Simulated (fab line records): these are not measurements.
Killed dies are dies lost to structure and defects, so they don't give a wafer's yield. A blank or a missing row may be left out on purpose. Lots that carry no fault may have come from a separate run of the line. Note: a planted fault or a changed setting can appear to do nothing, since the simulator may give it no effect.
fab line records	flow nand-harc
record: lots: 5	wafers: 13	last-day: 34
route steps=1302 shown P_CONTACT@226 P_M0@253 END@1302
lots that met no fault: taken from a fault-free run of the same line
start-h: hours from the record's opening day to when the first of the lot's shown wafers began	wait-h: hours elapsed since this lot's preceding step	" identical to the entry in the row above	L1.1+2: several wafers, shown together as one row	- either no value or no given start	* or withheld: withheld	< > ~ a bound
route shown NAME@n: names a module that has steps shown in the file, with the first one's number in the route	usual: the fault-free wafers' mean and standard deviation	same: alike in all rows	chamber/n: place in a boat	sites: the reading at each site	_std_site: standard deviation across them	_edge_site: outer sites' mean less inner sites'	radius-mm: how far each site lies from the wafer's centre	mask NAME#n: copy n	behind: the last tool/chamber to shape the wafer	hold: cause of the lot's hold/its duration in hours/its outcome	device: the transistor (n, p or np) that didn't switch	end of line: the tests these same wafers got at the end of their route	for a step that has no rows: nothing shown but its recipe	killed: the dies lost at the first sort to structure and to defects; this is not the yield of the wafer	map: a wafer's dies, x killed, . not, _ none there
set.NAME: the setting that was run; set.NAME@STEP: the one run at that earlier step	model.NAME: the simulator's own value behind a step, which no gauge read
lots at selected steps of the route; one table per step, one row per wafer
services: the hour from which a tool's chamber was out of use, counted from the record's first day as start-h (under 0 if before that day), plus the number of hours and why
== steps ==
step: NHARC_P_CONTACT_COAT_06
recipe: spin-rpm: 1500	resist-thk-nm: 90
step: NHARC_P_CONTACT_SOFTBAKE_07
recipe: temp-c: 105	time-s: 55
step: NHARC_P_CONTACT_EBR_08
step: NHARC_P_CONTACT_EXPOSE_09
recipe: na: 1.35	target-cd-nm: 90	dose-mj: 81.26	mask-id: P_CA
step: NHARC_P_CONTACT_PEB_10
recipe: peb-temp-c: 100	peb-time-s: 65
step: NHARC_P_CONTACT_DEVELOP_11
recipe: develop-time-s: 35	dev-temp-c: 23
step: NHARC_P_CONTACT_CD_MEAS_12
recipe: target-cd-nm: 90	landing-energy-ev: 500
usual: cd-nm: 89.8/0.55
lot.wafer	tool	chamber	start-h	wait-h	cd-nm
L115.2	cd-sem-02	0	146.28	-	90.4
L115.3	"	0	"	"	91.0
L115.4	"	0	"	"	90.0
L122.1	cd-sem-02	0	219.19	-	90.4
L122.2	"	0	"	"	90.8
L122.5	"	0	"	"	90.3
L126.4	cd-sem-02	0	265.73	-	89.2
L132.1	cd-sem-03	0	310.66	-	89.9
L132.5	"	0	"	"	90.0
L132.6	"	0	"	"	90.6
L135.1	cd-sem-03	0	349.49	-	90.0
L135.3	"	0	"	"	90.2
L135.5	"	0	"	"	90.0
step: NHARC_P_CONTACT_OVL_MEAS_13
usual: overlay-x-nm: 0.1/0.69	overlay-y-nm: 0.1/0.7
lot.wafer	tool	chamber	start-h	wait-h	overlay-x-nm	overlay-y-nm
L115.2	overlay-02	-	146.37	-	-0.4	0.0
L115.3	"	-	"	"	-0.3	0.9
L115.4	"	-	"	"	-0.4	0.8
L122.1	overlay-01	-	219.27	-	-0.4	0.0
L122.2	"	-	"	"	0.5	-0.1
L122.5	"	-	"	"	0.9	0.0
L126.4	overlay-02	-	265.81	-	0.2	-0.8
L132.1	overlay-02	-	310.75	-	0.8	0.7
L132.5	"	-	"	"	0.8	0.4
L132.6	"	-	"	"	1.2	1.1
L135.1	overlay-02	-	349.58	-	-0.3	-0.7
L135.3	"	-	"	"	-0.2	-0.2
L135.5	"	-	"	"	0.3	-0.4
step: NHARC_P_CONTACT_INSPECT_14
usual: raw-defect-count: 4.4/2.5
lot.wafer	tool	chamber	start-h	wait-h	raw-defect-count
L115.2	defect-inspect-01	-	146.40	0.0	6
L115.3	"	-	"	"	4
L115.4	"	-	"	"	4
L122.1	defect-inspect-02	-	219.31	0.0	2
L122.2	"	-	"	"	6
L122.5	"	-	"	"	4
L126.4	defect-inspect-01	-	265.84	0.0	5
L132.1	defect-inspect-02	-	310.79	0.0	3
L132.5	"	-	"	"	3
L132.6	"	-	"	"	5
L135.1	defect-inspect-02	-	349.62	0.0	0
L135.3	"	-	"	"	7
L135.5	"	-	"	"	5
step: NHARC_P_CONTACT_DESCUM_17
recipe: time-s: 3	o2-flow-sccm: 200	ar-flow-sccm: 0	bias-power-w: 0	chemistry: O2
usual: drypump-motor-current-A: 5.6/0.47	oes-product-au: 1.000/0.008	rf-vpp-V: 57.9/0.98	showerhead-plenum-p-Torr: 1.92/0.08	throttle-valve-pct: 11.311/0.01
lot.wafer	tool	chamber	start-h	wait-h	drypump-motor-current-A	oes-product-au	rf-hours-counter-h	rf-vpp-V	showerhead-plenum-p-Torr	throttle-valve-pct
L115.4	rie-diel-01	3	146.46	0.1	6.5	0.990	5.5	57.9	1.89	11.332
L115.3	"	1	"	"	5.8	1.010	7.1	58.2	1.98	11.318
L115.2	"	2	"	"	5.2	0.997	7.3	57.2	1.83	11.315
L122.1	rie-diel-05	3	219.37	0.1	5.1	1.028	3.1	57.2	1.80	11.314
L122.2	"	0	"	"	5.3	1.005	3.0	58.3	2.05	11.290
L122.5	"	0	"	"	5.2	1.012	-	57.9	2.04	11.308
L126.4	rie-diel-01	0	265.91	0.1	5.4	1.003	3.4	57.5	1.84	11.298
L132.1	rie-diel-02	1	310.85	0.1	5.2	1.000	2.2	58.3	2.04	11.292
L132.6	"	1	"	"	5.2	1.015	-	57.8	2.04	11.304
L132.5	"	2	"	"	5.3	0.998	-	56.8	1.89	11.326
L135.1	rie-diel-05	1	349.69	0.1	5.7	0.992	2.2	61.5	1.99	11.295
L135.3	"	2	"	"	5.9	0.996	2.8	59.2	1.92	11.307
L135.5	"	1	"	"	5.7	0.990	-	57.9	1.99	11.303
step: NHARC_P_CONTACT_ETCH_35
recipe: target-depth-a: 390	over-etch-frac: 0.3	time-s: 65	ion-energy-ev: 80	cf4-flow-sccm: 150	ar-flow-sccm: 0	rf-w: 300	bias-w: 100	chemistry: CF4
usual: drypump-motor-current-A: 5.6/0.44	oes-product-au: 1.000/0.0071	rf-vpp-V: 151.4/1.1	showerhead-plenum-p-Torr: 1.77/0.066	throttle-valve-pct: 13.283/0.0088
lot.wafer	tool	chamber	start-h	wait-h	drypump-motor-current-A	oes-product-au	rf-hours-counter-h	rf-vpp-V	showerhead-plenum-p-Torr	throttle-valve-pct
L115.4	rie-diel-01	1	146.56	0.1	5.8	1.001	7.1	151.4	1.82	13.281
L115.2	"	2	"	"	5.2	1.002	7.3	150.0	1.70	13.299
L115.3	"	3	"	"	6.5	0.985	5.5	150.0	1.75	13.285
L122.2	rie-diel-05	2	219.46	0.1	5.9	1.004	3.1	150.9	1.78	13.284
L122.1	"	0	"	"	5.3	0.998	3.0	154.9	1.88	13.276
L122.5	"	2	"	"	5.9	0.999	-	152.0	1.78	13.283
L126.4	rie-diel-01	3	266.00	0.1	6.5	0.989	1.3	152.0	1.75	13.268
L132.1	rie-diel-02	2	310.94	0.1	5.2	1.001	2.3	152.8	1.75	13.283
L132.6	"	1	"	"	5.2	0.993	-	152.3	1.88	13.287
L132.5	"	2	"	"	5.2	0.983	-	152.1	1.75	13.287
L135.3	rie-diel-05	3	349.77	0.1	5.1	0.998	2.8	149.7	1.67	13.282
L135.1	"	1	"	"	5.7	0.994	2.2	152.3	1.83	13.278
L135.5	"	3	"	"	5.1	1.004	-	151.4	1.67	13.289
step: NHARC_P_CONTACT_ETCH_36
recipe: target-depth-a: 2600	over-etch-frac: 0.25	time-s: 406.25	ion-energy-ev: 200	n2-flow-sccm: 150	h2-flow-sccm: 150	ar-flow-sccm: 0	rf-w: 400	bias-w: 150	chemistry: N2/H2
usual: drypump-motor-current-A: 5.6/0.47	oes-product-au: 1.000/0.0077	rf-vpp-V: 430.6/2.5	showerhead-plenum-p-Torr: 2.05/0.087	throttle-valve-pct: 14.170/0.0099
lot.wafer	tool	chamber	start-h	wait-h	drypump-motor-current-A	oes-product-au	rf-hours-counter-h	rf-vpp-V	showerhead-plenum-p-Torr	throttle-valve-pct
L115.4	rie-diel-01	3	-	-	6.5	0.983	5.6	431.0	2.02	14.178
L115.2	"	0	"	"	5.4	0.990	7.3	428.5	1.96	14.182
L115.3	"	1	"	"	5.8	0.998	7.2	432.5	2.11	14.162
L122.1	rie-diel-05	1	-	-	5.7	0.996	3.1	432.9	2.12	14.162
L122.2	"	2	"	"	5.9	1.003	3.2	430.2	2.05	14.158
L122.5	"	1	"	"	5.7	0.998	-	432.4	2.12	14.177
L126.4	rie-diel-01	3	-	-	6.5	1.001	1.4	429.4	2.02	14.183
L132.1	rie-diel-02	1	-	-	5.1	0.997	2.3	434.3	2.18	14.170
L132.6	"	0	"	"	6.3	1.002	-	428.2	1.99	14.169
L132.5	"	1	"	"	5.2	0.994	-	435.3	2.18	14.157
L135.1	rie-diel-05	1	-	-	5.7	1.005	2.3	432.1	2.12	14.182
L135.3	"	2	"	"	6.0	0.988	2.9	431.8	2.05	14.164
L135.5	"	2	"	"	6.0	0.991	-	430.5	2.05	14.160
step: NHARC_P_CONTACT_ETCH_18
recipe: target-depth-a: 4810	time-s: 240.5	c4f8-flow-sccm: 20	o2-flow-sccm: 10	ar-flow-sccm: withheld	rf-w: 600	bias-w: 1500	chemistry: C4F8/O2/Ar
usual: oes-product-au: 0.956/0.021	rf-vpp-V: 978/5.3
lot.wafer	tool	chamber	start-h	wait-h	oes-product-au	rf-hours-counter-h	rf-vpp-V
L115.2	rie-diel-01	3	146.95	-	0.952	5.8	978
L115.4	"	0	"	"	0.975	7.4	973
L115.3	"	1	"	"	0.980	7.3	982
L122.2	rie-diel-05	1	219.85	-	0.981	3.3	983
L122.1	"	0	"	"	0.968	3.3	988
L122.5	"	1	"	"	0.982	-	984
L126.4	rie-diel-01	0	266.40	-	0.947	3.6	974
L132.1	rie-diel-02	0	311.37	-	0.965	2.3	974
L132.5	"	2	"	"	0.963	-	976
L132.6	"	3	"	"	0.967	-	975
L135.1	rie-diel-05	0	350.16	-	0.969	3.1	988
L135.3	"	2	"	"	0.975	3.1	979
L135.5	"	1	"	"	0.969	-	983
step: NHARC_P_CONTACT_STRIP_37
recipe: c4f8-flow-sccm: withheld	o2-flow-sccm: 8	ar-flow-sccm: withheld	bias-w: 0	chemistry: C4F8/O2/Ar
step: NHARC_P_CONTACT_ETCH_31
recipe: target-depth-a: 300	time-s: 85.7	ion-energy-ev: 120	over-etch-frac: 1	ch3f-flow-sccm: 50	o2-flow-sccm: 30	ar-flow-sccm: 200	rf-w: 500	bias-w: 100	chemistry: CH3F/O2
step: NHARC_P_CONTACT_CD_MEAS_19
usual: cd-nm: 89.7/1.2
lot.wafer	tool	chamber	start-h	wait-h	cd-nm
L115.2	cd-sem-01	-	147.34	-	91.4
L115.3	"	-	"	"	89.5
L115.4	"	-	"	"	89.7
L122.1	cd-sem-02	-	220.24	-	87.8
L122.2	"	-	"	"	90.3
L122.5	"	-	"	"	90.1
L126.4	cd-sem-02	-	266.79	-	89.7
L132.1	cd-sem-01	-	311.72	-	91.1
L132.5	"	-	"	"	91.2
L132.6	"	-	"	"	90.4
L135.1	cd-sem-03	-	350.55	-	88.4
L135.3	"	-	"	"	88.2
L135.5	"	-	"	"	88.7
step: NHARC_P_CONTACT_STRIP_28
recipe: o2-flow-sccm: 500	ar-flow-sccm: 0	bias-w: 0	chemistry: O2
step: NHARC_P_CONTACT_STRIP_29
recipe: time-s: 1200	temp-c: 72.5	chemistry: post-etch-residue-remover
step: NHARC_P_CONTACT_DEGAS_38
recipe: temp-c: 300	time-s: 60
step: NHARC_P_CONTACT_PRE_CLEAN_39
recipe: time-s: 19.5	bias-v: 250	gas: Ar
step: NHARC_P_CONTACT_PVD_32
recipe: target-thk-a: 50	chamber-pressure-pa: 5	power-w: 5000	substrate-temp-c: 200	time-s: 17.7	material: Ti
usual: throttle-valve-pct: 30.0/1
lot.wafer	tool	chamber	start-h	wait-h	throttle-valve-pct
L115.2	pvd-sputter-03	-	-	-	29.5
L115.4	"	-	"	"	29.0
L115.3	"	-	"	"	29.5
L122.1	pvd-sputter-03	-	-	-	30.4
L122.2	"	-	"	"	29.3
L122.5	"	-	"	"	29.0
L126.4	pvd-sputter-02	-	-	-	31.6
L132.1	pvd-sputter-02	-	-	-	29.0
L132.5	"	-	"	"	29.9
L132.6	"	-	"	"	29.1
L135.1	pvd-sputter-01	-	-	-	30.8
L135.3	"	-	"	"	31.1
L135.5	"	-	"	"	31.2
step: NHARC_P_CONTACT_ALD_22
recipe: target-thk-a: 30	pulse-time-s: 1	ald-cycles: 150	temp-c: 450	material: TiN
usual: heater-power-outer-w: 678/80	heater-power-w: 1050/120	precursor-pulse-height-rel: 1.000/0.019
same: ald-cycles: 150
lot.wafer	tool	chamber	start-h	wait-h	heater-power-outer-w	heater-power-w	precursor-pulse-height-rel
L115.4	ald-metal-01	3	148.41	-	718	1055	0.976
L115.2	"	0	"	"	635	994	0.980
L115.3	"	1	"	"	593	972	1.019
L122.2	ald-metal-04	2	221.25	-	752	1152	0.998
L122.1	"	0	"	"	545	858	1.008
L122.5	"	1	"	"	758	1113	1.000
L126.4	ald-metal-03	1	267.80	-	683	1148	0.979
L132.1	ald-metal-01	1	312.68	-	638	1022	1.000
L132.6	"	1	"	"	639	1020	0.975
L132.5	"	2	"	"	712	1028	1.006
L135.3	ald-metal-04	2	351.51	-	760	1093	0.952
L135.1	"	3	"	"	614	977	0.986
L135.5	"	3	"	"	613	979	1.001
step: NHARC_P_CONTACT_CVD_23
recipe: target-thk-a: 2000	temp-c: 300	pressure-torr: 40	wf6-flow-sccm: 40	h2-flow-sccm: 1600	ar-flow-sccm: 1560	time-s: 557	material: W
step: NHARC_P_CONTACT_CMP_24
recipe: t-overpolish-s: 30	target-thk-nm: 200
step: NHARC_P_CONTACT_SRD_26
step: NHARC_P_M0_DEP_00
recipe: target-thk-a: 1500	target-thk-nm: 150	temp-c: withheld	pressure-torr: 5	flow-sccm: 200	rf-w: 600	material: SiOC
step: NHARC_P_M0_DEHYDRATE_01
recipe: temp-c: 150	time-s: 120
step: NHARC_P_M0_HMDS_02
recipe: time-s: 30
step: NHARC_P_M0_COAT_33
recipe: temp-c: 200	time-s: 65
step: NHARC_P_M0_COAT_03
recipe: spin-rpm: 1500	resist-thk-nm: 90
step: NHARC_P_M0_SOFTBAKE_04
recipe: temp-c: 105	time-s: 55
step: NHARC_P_M0_EBR_05
step: NHARC_P_M0_EXPOSE_06
recipe: na: 1.35	target-cd-nm: 90	dose-mj: 81.28	mask-id: P_M0
step: NHARC_P_M0_PEB_07
recipe: peb-temp-c: 100	peb-time-s: 65
step: NHARC_P_M0_DEVELOP_08
recipe: develop-time-s: 35	dev-temp-c: 23
step: NHARC_P_M0_CD_MEAS_09
recipe: target-cd-nm: 90	landing-energy-ev: 500
usual: cd-nm: 89.8/0.48
lot.wafer	tool	chamber	start-h	wait-h	cd-nm
L115.2	cd-sem-03	0	150.71	-	89.3
L115.3	"	0	"	"	89.7
L115.4	"	0	"	"	89.0
L122.1	cd-sem-02	0	223.41	-	90.1
L122.2	"	0	"	"	90.4
L122.5	"	0	"	"	90.3
L126.4	cd-sem-01	0	269.90	-	89.6
L132.1	cd-sem-01	0	314.83	-	89.6
L132.5	"	0	"	"	89.4
L132.6	"	0	"	"	89.6
L135.1	cd-sem-01	0	353.53	-	89.2
L135.3	"	0	"	"	89.3
L135.5	"	0	"	"	89.1
step: NHARC_P_M0_OVL_MEAS_10
recipe: pitch-nm: 180
usual: overlay-x-nm: -0.2/0.75	overlay-y-nm: 0.1/0.82
lot.wafer	tool	chamber	start-h	wait-h	overlay-x-nm	overlay-y-nm
L115.2	overlay-02	-	150.80	-	0.0	0.2
L115.3	"	-	"	"	0.1	-0.1
L115.4	"	-	"	"	-0.1	0.0
L122.1	overlay-01	-	223.50	-	-0.4	0.5
L122.2	"	-	"	"	-0.4	0.2
L122.5	"	-	"	"	-0.4	1.0
L126.4	overlay-02	-	269.98	-	0.6	0.6
L132.1	overlay-01	-	314.92	-	1.3	-0.6
L132.5	"	-	"	"	1.1	-0.4
L132.6	"	-	"	"	0.8	-0.8
L135.1	overlay-02	-	353.62	-	0.8	0.7
L135.3	"	-	"	"	0.2	0.8
L135.5	"	-	"	"	0.2	0.5
step: NHARC_P_M0_DESCUM_14
recipe: time-s: 3	o2-flow-sccm: 200	ar-flow-sccm: 0	bias-power-w: 0	chemistry: O2
usual: drypump-motor-current-A: 5.9/0.56	oes-product-au: 1.000/0.0078	rf-vpp-V: 57.3/0.9	showerhead-plenum-p-Torr: 1.83/0.063	throttle-valve-pct: 11.311/0.0089
lot.wafer	tool	chamber	start-h	wait-h	hold	drypump-motor-current-A	oes-product-au	rf-hours-counter-h	rf-vpp-V	showerhead-plenum-p-Torr	throttle-valve-pct
L115.2	rie-diel-03	3	150.89	0.1	-	6.2	0.995	4	57.1	1.92	11.307
L115.3	"	1	"	"	-	6.7	0.988	5	56.3	1.82	11.314
L115.4	"	2	"	"	-	6.0	0.999	5	56.9	1.78	11.312
L122.1	rie-diel-03	1	223.61	0.1	-	6.7	0.992	17	56.8	1.81	11.316
L122.2	"	2	"	"	-	6.1	1.008	16	56.9	1.78	11.305
L122.5	"	0	"	"	-	5.1	0.986	-	58.8	1.77	11.305
L126.4	rie-diel-03	2	273.46	3.3	await-dispo/3.2h/release	6.0	1.000	22	57.5	1.78	11.308
L132.1	rie-diel-03	0	315.04	0.1	-	5.1	1.000	5	57.3	1.77	11.317
L132.6	"	2	"	"	-	6.0	1.015	-	58.3	1.78	11.307
L132.5	"	3	"	"	-	6.2	1.003	-	57.6	1.91	11.309
L135.1	rie-diel-03	0	353.72	0.1	-	5.1	0.993	13	57.1	1.77	11.310
L135.3	"	2	"	"	-	6.0	1.004	13	55.2	1.77	11.318
L135.5	"	0	"	"	-	5.1	1.001	-	57.5	1.77	11.306
step: NHARC_P_M0_ETCH_34
recipe: target-depth-a: 400	overetch-a: 120	time-s: 43.94	ion-energy-ev: 200	n2-flow-sccm: 150	h2-flow-sccm: 150	ar-flow-sccm: 0	rf-w: 400	bias-w: 150	chemistry: N2/H2
step: NHARC_END_SORT_01
recipe: temp-c: 25
usual: killed-at-array: 54/23	killed-at-other: 1.2/1.5	killed-at-periphery: 3.9/2.5	killed-dies: 59/23	killed-open: 3.2/1.7	killed-short: 2.4/1.6
same: gross-dies: 677
lot.wafer	tool	chamber	start-h	wait-h	killed-at-array	killed-at-other	killed-at-periphery	killed-dies	killed-open	killed-short
L115.2	prober-01	0	588.71	2.8	24	4	8	36	8	2
L115.3	prober-01	0	589.51	3.1	24	1	3	28	7	3
L115.4	prober-01	0	590.31	3.4	22	3	0	25	4	1
L122.1	prober-02	0	658.90	2.5	74	0	3	77	3	1
L126.4	prober-02	0	716.28	3.4	20	1	71	92	1	2
L132.1	prober-02	0	771.03	2.5	44	1	7	52	4	3
L132.5	prober-02	0	774.25	3.7	56	1	3	60	2	6
L132.6	prober-02	0	775.05	4.0	58	3	2	63	5	2
killed by level:class
L115.2 A_CHANNEL_HOLE_D2:chamber-film-flake=8 A_STAIRCASE:chamber-film-flake=7 P_GATE:chamber-film-flake=4 THIN_TSV:chamber-film-flake=4 P_CONTACT:geometric-particle:open=3 A_ONON_D2:geometric-particle:open=2 P_M0:geometric-particle:open=1 A_CHANNEL_FILL_D1:geometric-particle:open=1
L115.3 A_CHANNEL_HOLE_D2:chamber-film-flake=6 A_STAIRCASE:chamber-film-flake=6 A_CHANNEL_HOLE_D1:geometric-particle:short=2 A_CHANNEL_FILL_D2:geometric-particle:open=2 A_CONTACT:chamber-film-flake=2 P_STI:geometric-particle:open=1 P_M0:geometric-particle:open=1 P_M2:geometric-particle:open=1
L115.4 A_CHANNEL_HOLE_D2:chamber-film-flake=9 A_CHANNEL_HOLE_D1:chamber-film-flake=5 THIN_TSV:chamber-film-flake=3 A_CHANNEL_FILL_D2:chamber-film-flake=2 A_ONON_D1:geometric-particle:open=1 A_CHANNEL_FILL_D1:geometric-particle:short=1 A_DECK1_JOINT:geometric-particle:open=1 A_SLIT:geometric-particle:open=1
L122.1 A_CHANNEL_HOLE_D1:chamber-film-flake=37 A_SLIT:chamber-film-flake=26 A_CHANNEL_HOLE_D2:chamber-film-flake=3 A_ONON_D1:geometric-particle:open=2 P_BONDPAD:chamber-film-flake=2 A_ZERO_WELL:chamber-film-flake=2 A_CONTACT:chamber-film-flake=2 P_GATE:geometric-particle:short=1
L126.4 P_CONTACT:unspecified=65 A_CHANNEL_HOLE_D1:chamber-film-flake=8 A_STAIRCASE:chamber-film-flake=4 P_GATE:chamber-film-flake=3 A_SLIT:chamber-film-flake=3 P_M2:geometric-particle:open=1 A_CHANNEL_FILL_D2:geometric-particle:short=1 A_M1:geometric-particle:short=1
L132.1 A_CHANNEL_HOLE_D2:chamber-film-flake=12 A_SLIT:chamber-film-flake=7 A_SGD_CUT:chamber-film-flake=6 A_CHANNEL_HOLE_D1:chamber-film-flake=5 A_CONTACT:chamber-film-flake=5 P_M1:chamber-film-flake=3 A_STAIRCASE:chamber-film-flake=2 P_STI:geometric-particle:open=1
L132.5 A_CHANNEL_HOLE_D2:chamber-film-flake=19 A_CHANNEL_HOLE_D1:chamber-film-flake=13 A_SGD_CUT:chamber-film-flake=6 A_SLIT:chamber-film-flake=6 A_CONTACT:chamber-film-flake=4 A_DECK1_JOINT:geometric-particle:short=2 A_CHANNEL_FILL_D2:geometric-particle:short=2 P_STI:geometric-particle:short=1
L132.6 A_CHANNEL_HOLE_D2:chamber-film-flake=20 A_CHANNEL_HOLE_D1:chamber-film-flake=11 A_SLIT:chamber-film-flake=7 A_CONTACT:chamber-film-flake=6 A_SGD_CUT:chamber-film-flake=5 THIN_TSV:chamber-film-flake=3 A_CHANNEL_FILL_D2:geometric-particle:open=2 A_CHANNEL_FILL_D1:geometric-particle:short=1
map L126.4 (x killed, . not)
____________.____________
_________......._________
_______..........._______
______.......x.xxx.______
_____........xx....._____
____...........x..xxx____
____x........xx.x.xxx____
___...........x.x.xxxx___
___.............xxxxxx___
__...............xxxxxx__
__............x..xxxxxx__
_x...............xxxxxxx_
_................xxxxxxx_
_...............xx.xxxx._
_....x..x....x..xxxxxxx._
_.x...............xxx.x._
...................xxx...
.................x.x.....
.........................
.........................
........x................
_......................._
_...............xx......_
_......................._
_......x................_
_......................._
__....x................__
__.....................__
___...................___
___...............x...___
____...............x.____
____...............x.____
_____..............x_____
______.............______
_______..........._______
_________......._________
____________.____________
map L115.2 (x killed, . not)
____________.____________
_________.....x._________
_______.......xxx._______
______.......x.....______
_____..............._____
____.......x...x.....____
____..........x......____
___.....x...x.........___
___..........x........___
__.....................__
__.....................__
_.x....................._
_......................._
_...x..................._
_......................._
_.x..x...x.............._
.........x......x........
.........x...............
.....x...................
....x...............x....
.........................
_......................._
_............x......x..._
_................x......_
_......................._
_..........x............_
__...............x.....__
__.....................__
___.x.........x.......___
___..........x..x.....___
____...........x.x...____
____.................____
_____...........x..._____
______..........x..______
_______..........x_______
_________......._________
____________.____________
== services ==
tool	chamber	start-h	hours	kind
rie-diel-02	-	133.96	1.0	repair
rie-diel-05	-	134.59	2.6	repair
rie-diel-02	2	138.95	15.7	repair
rie-diel-03	-	143.11	1.5	repair
rie-diel-03	2	154.45	4.2	repair
rie-diel-05	1	161.11	5.5	repair
ald-metal-01	-	170.00	10.0	pm
rie-diel-02	2	179.81	6.3	repair
rie-diel-02	0	187.40	1.6	repair
rie-diel-01	-	203.80	9.0	pm
rie-diel-01	3	214.29	14.6	repair
rie-diel-02	-	216.74	9.0	pm
rie-diel-01	2	224.78	8.7	repair
rie-diel-05	-	229.60	9.0	pm
rie-diel-01	3	245.67	2.4	repair
rie-diel-03	1	275.27	12.2	repair
rie-diel-05	1	277.44	11.3	repair
rie-diel-03	-	281.52	9.0	pm
rie-diel-05	3	296.45	5.2	repair
rie-diel-01	-	310.72	1.1	repair
rie-diel-02	2	321.45	8.6	repair
rie-diel-05	2	323.04	7.3	repair
rie-diel-02	3	344.23	2.7	repair
rie-diel-03	1	352.49	20.1	repair
== key ==
first-sign: step: NHARC_END_SORT_01	reading: killed-at-periphery	direction: up	sigmas: 26	usual: 3.9	struck: 71
more-kills-born-at: NHARC_P_CONTACT_ETCH_18@rie-diel-01: 65
met-at NHARC_P_CONTACT_ETCH_18
struck-wafers L126.4
tester-left-out L126
onset-between 146.95 266.40
also-fits NHARC_P_CONTACT_DESCUM_17:rie-diel-01,NHARC_P_CONTACT_ETCH_35:rie-diel-01,NHARC_P_CONTACT_ETCH_36:rie-diel-01,NHARC_P_CONTACT_ALD_22:ald-metal-03
fault: kind: chamber-particle-source	tool: rie-diel-01	chamber: 0	onset-h: 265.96	steps: NHARC_P_CONTACT_ETCH_18	rate-per-visit-cm2: 0.44611	end-h: 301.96
tester-left-out: of these lots the tester's yield and bins aren't shown, on N5 and GAA mostly nor the transistor test; their killed dies are dies lost to structure and defects alone, not to doping, threshold or leakage, so they don't give the yield
